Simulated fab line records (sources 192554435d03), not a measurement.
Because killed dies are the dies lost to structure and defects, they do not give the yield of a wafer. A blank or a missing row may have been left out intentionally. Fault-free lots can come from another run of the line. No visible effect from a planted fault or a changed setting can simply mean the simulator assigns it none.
fab line records -- flow n5_finfet -- part 2 of 2: steps 5 to 6 of 6
record: lots: 23, wafers: 69, last_day: 18
route steps=1938 shown SD_EPI_P@303 ILD0@344 SDB@347
lots untouched by any fault: they come from a run of this same line in which no faults occurred
start_h: the number of hours between the record's first day and the start of the first shown wafer of the lot -- wait_h: time in hours since the lot's previous step -- " same as the row above -- L1.1+2: a single row standing in for several wafers -- - value missing, or start not given -- * or withheld: withheld -- < > ~ a bound
route shown NAME@n: NAME is a module with steps in the file, n the number in the route of the first one -- usual: mean and standard deviation over wafers with no fault -- same: alike in all rows -- chamber/n: place in a boat -- sites: per-site readings -- _std_site: their standard deviation -- _edge_site: outer sites' mean less inner sites' -- radius_mm: how far each site lies from the wafer's centre -- mask NAME#n: copy n -- behind: the last tool/chamber to shape the wafer -- hold: what put the lot on hold/how long, in hours/how the hold closed -- device: whichever transistor did not switch (one of n, p or np) -- end of line: the route-end tests of the same wafers -- where a step has no rows: the recipe by itself -- killed: dies that structure and defects cost at the first sort, which is not the same as the wafer's yield -- map: the dies of a wafer, with x for killed, . for not killed, _ for no die there
set.NAME: the setting as run; set.NAME@STEP: as run at that earlier step -- model.NAME: the simulator's own value behind a step, which no gauge read
route steps across a sampled set of lots; one table per step, one row per wafer
services: from which hour (start_h, from the record's first day; less than 0 if before it) a tool's chamber was out of use, for how many hours, and why
== steps ==
step: N5_SDB_HM_DEP_00
recipe: material: SiNx, target_thk_a: 400, temp_c: 400, precursor: SiH4/NH3/N2, pressure_torr: 1.5, rf_w: 300, time_s: 35.3
usual: heater_power_w: 747/130, showerhead_plenum_p_Torr: 5.12/0.083, throttle_valve_pct: 39.0/2.1
lot.wafer,tool,chamber,start_h,wait_h,heater_power_w,showerhead_plenum_p_Torr,throttle_valve_pct
L074.1,pecvd-02,0,65.33,0.0,731,5.08,37.1
L074.4,pecvd-02,2,65.33,0.0,786,5.17,36.2
L074.5,pecvd-02,1,65.33,0.0,683,5.02,36.9
L075.2,pecvd-04,1,70.70,0.0,565,5.00,40.3
L075.4,pecvd-04,0,70.70,0.0,584,5.09,37.8
L075.6,pecvd-04,2,70.70,0.0,814,5.29,40.3
L076.1,pecvd-04,0,77.64,0.0,604,5.09,38.0
L076.2,pecvd-04,1,77.64,0.0,526,4.99,40.0
L076.4,pecvd-04,1,77.64,0.0,531,5.00,40.4
L077.1,pecvd-04,0,83.99,0.0,569,5.08,37.8
L077.2,pecvd-04,1,83.99,0.0,584,5.02,40.5
L077.5,pecvd-04,0,83.99,0.0,578,5.08,37.8
L078.2,pecvd-04,1,93.49,0.0,587,5.00,39.9
L078.4,pecvd-04,0,93.49,0.0,643,5.09,38.2
L078.6,pecvd-04,2,93.49,0.0,752,5.28,40.2
L079.3,pecvd-01,0,98.02,0.0,949,5.19,43.5
L079.4,pecvd-01,1,98.02,0.0,784,5.09,38.5
L079.6,pecvd-01,0,98.02,0.0,912,5.18,43.4
L080.3,pecvd-04,0,105.63,0.0,621,5.11,38.0
L080.5,pecvd-04,2,105.63,0.0,864,5.28,40.2
L080.6,pecvd-04,0,105.63,0.0,624,5.09,38.0
L081.2,pecvd-02,1,110.06,0.0,718,5.04,36.9
L081.3,pecvd-02,0,110.06,0.0,825,5.08,37.5
L081.4,pecvd-02,2,110.06,0.0,867,5.16,36.2
L082.2,pecvd-01,0,117.41,0.0,786,5.18,43.5
L082.4,pecvd-01,0,117.41,0.0,775,5.18,43.6
L082.6,pecvd-01,2,117.41,0.0,850,5.18,37.9
L083.1,pecvd-02,1,119.69,0.0,672,5.04,36.7
L083.2,pecvd-02,2,119.69,0.0,761,5.17,36.1
L083.3,pecvd-02,0,119.69,0.0,838,5.07,37.3
L085.1,pecvd-01,0,134.80,0.0,885,5.19,43.6
L085.3,pecvd-01,2,134.80,0.0,993,5.19,38.3
L085.5,pecvd-01,0,134.80,0.0,913,5.18,43.6
L086.2,pecvd-04,2,140.77,0.0,765,5.28,40.3
L086.3,pecvd-04,0,140.77,0.0,644,5.09,38.2
L086.6,pecvd-04,1,140.77,0.0,585,5.02,40.2
L087.1,pecvd-04,2,144.81,0.0,887,5.28,40.3
L087.3,pecvd-04,1,144.81,0.0,578,5.00,40.2
L087.6,pecvd-04,2,144.81,0.0,899,5.28,40.2
L088.1,pecvd-01,2,153.49,0.0,800,5.20,38.3
L088.4,pecvd-01,2,153.49,0.0,819,5.19,38.1
L088.6,pecvd-01,2,153.49,0.0,822,5.20,38.1
L089.1,pecvd-04,2,157.21,0.0,773,5.29,40.3
L089.5,pecvd-04,1,157.21,0.0,538,5.01,40.3
L089.6,pecvd-04,2,157.21,0.0,809,5.28,40.4
L090.1,pecvd-04,1,161.02,0.0,573,5.00,40.6
L090.3,pecvd-04,2,161.02,0.0,919,5.29,40.5
L090.4,pecvd-04,1,161.02,0.0,556,5.02,40.2
L091.2,pecvd-02,0,168.91,0.0,743,5.07,37.8
L091.5,pecvd-02,1,168.91,0.0,631,5.04,36.5
L091.6,pecvd-02,2,168.91,0.0,878,5.16,36.2
L092.1,pecvd-01,1,174.31,0.0,845,5.10,38.1
L092.2,pecvd-01,0,174.31,0.0,813,5.17,43.6
L092.4,pecvd-01,1,174.31,0.0,851,5.11,38.3
L093.1,pecvd-02,2,181.43,0.0,911,5.17,36.5
L093.3,pecvd-02,1,181.43,0.0,665,5.02,36.9
L093.4,pecvd-02,1,181.43,0.0,674,5.02,36.9
L094.1,pecvd-01,0,184.73,0.0,762,5.19,43.5
L094.5,pecvd-01,2,184.73,0.0,835,5.20,38.3
L094.6,pecvd-01,1,184.73,0.0,843,5.08,38.7
L095.3,pecvd-01,0,192.60,0.0,833,5.18,43.5
L095.4,pecvd-01,0,192.60,0.0,844,5.18,44.0
L095.6,pecvd-01,1,192.60,0.0,855,5.11,38.1
L096.1,pecvd-01,2,206.72,0.0,853,5.19,38.4
L096.4,pecvd-01,1,206.72,0.0,804,5.08,38.4
L096.5,pecvd-01,2,206.72,0.0,863,5.19,38.5
L097.1,pecvd-04,1,210.16,0.0,489,5.00,40.1
L097.3,pecvd-04,0,210.16,0.0,653,5.09,38.3
L097.5,pecvd-04,1,210.16,0.0,497,5.02,40.0
step: N5_SDB_ETCH_25
recipe: chemistry: C4F6/O2, target: SiO2, target_depth_a: 100, time_s: 3.3, ion_energy_ev: 250, mask_material: SiNx, pressure_mtorr: 30, source_w: 345, bias_w: 185, Ar_flow_sccm: 300, C4F6_flow_sccm: 10, O2_flow_sccm: 10
usual: drypump_motor_current_A: 5.6/0.45, oes_ar_750_au: 0.81/0.089, oes_product_au: 0.81/0.094, rf_vpp_V: 663/4.9, showerhead_plenum_p_Torr: 2.87/0.1, throttle_valve_pct: 21.22/0.26
lot.wafer,tool,chamber,start_h,wait_h,drypump_motor_current_A,oes_ar_750_au,oes_product_au,rf_hours_counter_h,rf_vpp_V,showerhead_plenum_p_Torr,throttle_valve_pct
L074.1,rie_diel-05,2,67.27,0.2,5.6,0.94,0.95,22,659,2.79,21.31
L074.4,rie_diel-05,2,67.27,0.2,5.7,0.93,0.95,-,657,2.79,21.33
L074.5,rie_diel-05,3,67.27,0.2,5.0,0.70,0.70,-,662,2.69,21.40
L075.2,rie_diel-01,0,71.85,0.0,6.2,0.73,0.72,189,658,2.84,21.55
L075.4,rie_diel-01,1,71.85,0.0,5.6,0.72,0.72,187,665,2.84,21.27
L075.6,rie_diel-01,0,71.85,0.0,6.2,0.73,0.72,-,660,2.84,21.55
L076.1,rie_diel-06,1,78.83,0.1,6.2,0.94,0.92,9,658,3.04,21.27
L076.2,rie_diel-06,2,78.83,0.1,5.8,0.73,0.73,183,659,2.83,21.31
L076.4,rie_diel-06,0,78.83,0.1,4.8,0.90,0.89,32,668,3.01,21.28
L077.1,rie_diel-05,0,85.12,0.0,5.5,0.94,0.94,5,665,2.80,20.89
L077.2,rie_diel-05,1,85.12,0.0,6.1,0.69,0.68,247,661,2.91,21.19
L077.5,rie_diel-05,0,85.12,0.0,5.5,0.95,0.95,-,664,2.80,20.88
L078.2,rie_diel-01,1,94.64,0.1,5.7,0.72,0.71,195,664,2.83,21.27
L078.4,rie_diel-01,3,94.64,0.1,5.4,0.83,0.83,69,668,2.77,20.75
L078.6,rie_diel-01,3,94.64,0.1,5.3,0.83,0.84,-,668,2.77,20.74
L079.3,rie_diel-06,0,99.32,0.3,4.8,0.89,0.89,38,667,3.01,21.28
L079.4,rie_diel-06,3,99.32,0.3,5.7,0.70,0.71,210,668,2.94,21.57
L079.6,rie_diel-06,1,99.32,0.3,6.3,0.91,0.92,-,659,3.04,21.27
L080.3,rie_diel-01,1,106.71,0.1,5.7,0.71,0.71,200,664,2.83,21.31
L080.5,rie_diel-01,1,106.71,0.1,5.6,0.71,0.71,-,664,2.83,21.28
L080.6,rie_diel-01,2,106.71,0.1,5.3,0.80,0.80,-,659,2.75,20.88
L081.2,rie_diel-06,2,111.13,0.0,5.8,0.73,0.73,191,658,2.83,21.33
L081.3,rie_diel-06,3,111.13,0.0,5.7,0.70,0.70,214,668,2.94,21.56
L081.4,rie_diel-06,1,111.13,0.0,6.3,0.91,0.91,19,658,3.03,21.27
L082.2,rie_diel-05,0,118.52,0.0,5.5,0.89,0.90,20,663,2.79,20.90
L082.4,rie_diel-05,3,118.52,0.0,5.0,0.94,0.96,-,676,3.03,21.00
L082.6,rie_diel-05,0,118.52,0.0,5.5,0.89,0.90,-,664,2.79,20.92
L083.1,rie_diel-01,2,121.21,0.4,5.2,0.80,0.80,96,660,2.75,20.90
L083.2,rie_diel-01,3,121.21,0.4,5.3,0.83,0.82,77,666,2.77,20.76
L083.3,rie_diel-01,0,121.21,0.4,6.2,0.72,0.71,205,659,2.83,21.56
L085.1,rie_diel-06,3,135.74,0.0,5.7,0.70,0.70,222,669,2.93,21.58
L085.3,rie_diel-06,0,135.74,0.0,4.8,0.87,0.87,50,667,3.00,21.28
L085.5,rie_diel-06,0,135.74,0.0,4.8,0.87,0.87,-,666,3.00,21.29
L086.2,rie_diel-05,3,142.25,0.0,5.0,0.91,0.91,14,676,3.03,21.02
L086.3,rie_diel-05,2,142.25,0.0,5.6,0.88,0.88,54,658,2.77,21.36
L086.6,rie_diel-05,0,142.25,0.0,5.5,0.89,0.89,-,663,2.79,20.91
L087.1,rie_diel-06,1,146.44,0.4,6.2,0.88,0.88,30,659,3.03,21.26
L087.3,rie_diel-06,3,146.44,0.4,5.7,0.70,0.68,225,671,2.93,21.57
L087.6,rie_diel-06,2,146.44,0.4,5.8,0.73,0.71,-,659,2.82,21.34
L088.1,rie_diel-06,3,154.47,0.0,5.7,0.70,0.68,228,669,2.93,21.60
L088.4,rie_diel-06,3,154.47,0.0,5.7,0.70,0.68,-,669,2.93,21.58
L088.6,rie_diel-06,1,154.47,0.0,6.2,0.89,0.88,-,658,3.03,21.29
L089.1,rie_diel-01,1,158.60,0.0,5.7,0.70,0.70,218,663,2.82,21.33
L089.5,rie_diel-01,1,158.60,0.0,5.7,0.70,0.69,-,663,2.82,21.33
L089.6,rie_diel-01,0,158.60,0.0,6.2,0.71,0.70,-,659,2.83,21.61
L090.1,rie_diel-06,2,162.35,0.3,5.8,0.72,0.72,208,660,2.82,21.36
L090.3,rie_diel-06,3,162.35,0.3,5.7,0.69,0.69,231,669,2.93,21.60
L090.4,rie_diel-06,0,162.35,0.3,4.8,0.87,0.86,56,668,3.00,21.29
L091.2,rie_diel-01,0,169.97,0.0,6.1,0.71,0.69,222,658,2.83,21.58
L091.5,rie_diel-01,0,169.97,0.0,6.2,0.71,0.69,-,658,2.83,21.59
L091.6,rie_diel-01,3,169.97,0.0,5.3,0.81,0.80,-,665,2.76,20.80
L092.1,rie_diel-01,0,175.50,0.0,6.2,0.71,0.69,224,659,2.82,21.59
L092.2,rie_diel-01,3,175.50,0.0,5.3,0.80,0.80,95,666,2.76,20.80
L092.4,rie_diel-01,2,175.50,0.0,5.3,0.78,0.78,115,659,2.74,20.92
L093.1,rie_diel-06,3,182.46,0.0,5.7,0.68,0.69,239,667,2.92,21.61
L093.3,rie_diel-06,2,182.46,0.0,5.8,0.72,0.71,215,658,2.82,21.37
L093.4,rie_diel-06,1,182.46,0.0,6.3,0.86,0.86,42,657,3.02,21.31
L094.1,rie_diel-05,3,186.14,0.4,5.0,0.88,0.89,30,674,3.02,21.05
L094.5,rie_diel-05,3,186.14,0.4,5.0,0.88,0.89,-,674,3.02,21.05
L094.6,rie_diel-05,2,186.14,0.4,5.7,0.86,0.86,-,658,2.76,21.38
L095.3,rie_diel-05,0,193.55,0.0,5.5,0.86,0.88,42,662,2.78,20.95
L095.4,rie_diel-05,1,193.55,0.0,6.1,0.90,0.92,24,663,2.89,20.85
L095.6,rie_diel-05,1,193.55,0.0,6.1,0.91,0.91,-,664,2.89,20.83
L096.1,rie_diel-06,1,207.66,0.0,6.2,0.86,0.86,50,657,3.02,21.33
L096.4,rie_diel-06,0,207.66,0.0,4.8,0.84,0.83,70,666,2.99,21.31
L096.5,rie_diel-06,1,207.66,0.0,6.2,0.86,0.86,-,658,3.02,21.31
L097.1,rie_diel-06,1,211.26,0.0,6.3,0.85,0.85,51,659,3.02,21.32
L097.3,rie_diel-06,0,211.26,0.0,4.8,0.84,0.83,71,666,2.99,21.32
L097.5,rie_diel-06,2,211.26,0.0,5.8,0.71,0.70,-,658,2.81,21.38
== services ==
tool,chamber,start_h,hours,kind
rie_diel-01,2,35.08,11.1,repair
cmp-01,-,38.07,9.1,pm
rie_diel-01,1,43.00,9.0,repair
rie_diel-01,-,44.60,4.5,repair
cmp-03,-,45.00,3.0,repair
pecvd-01,0,46.65,5.6,repair
cmp-01,-,50.26,4.0,pm
cmp-03,-,53.50,3.4,repair
pecvd-01,2,59.28,10.3,repair
rie_diel-03,1,63.21,7.4,repair
cmp-02,-,65.92,2.2,repair
cmp-01,-,68.57,1.2,repair
pecvd-04,2,74.17,13.8,repair
pecvd-04,-,108.50,5.5,pm
rie_diel-02,1,128.59,14.5,repair
pecvd-01,1,148.27,5.6,repair
cmp-01,-,148.41,7.1,pm
rie_diel-06,0,149.96,9.6,repair
cmp-02,-,163.29,4.1,repair
pecvd-04,-,177.19,2.8,pm
rie_diel-06,-,186.01,2.8,pm
rie_diel-06,2,193.07,5.0,repair
pecvd-04,-,194.54,2.1,repair
cmp-02,-,198.41,1.0,repair
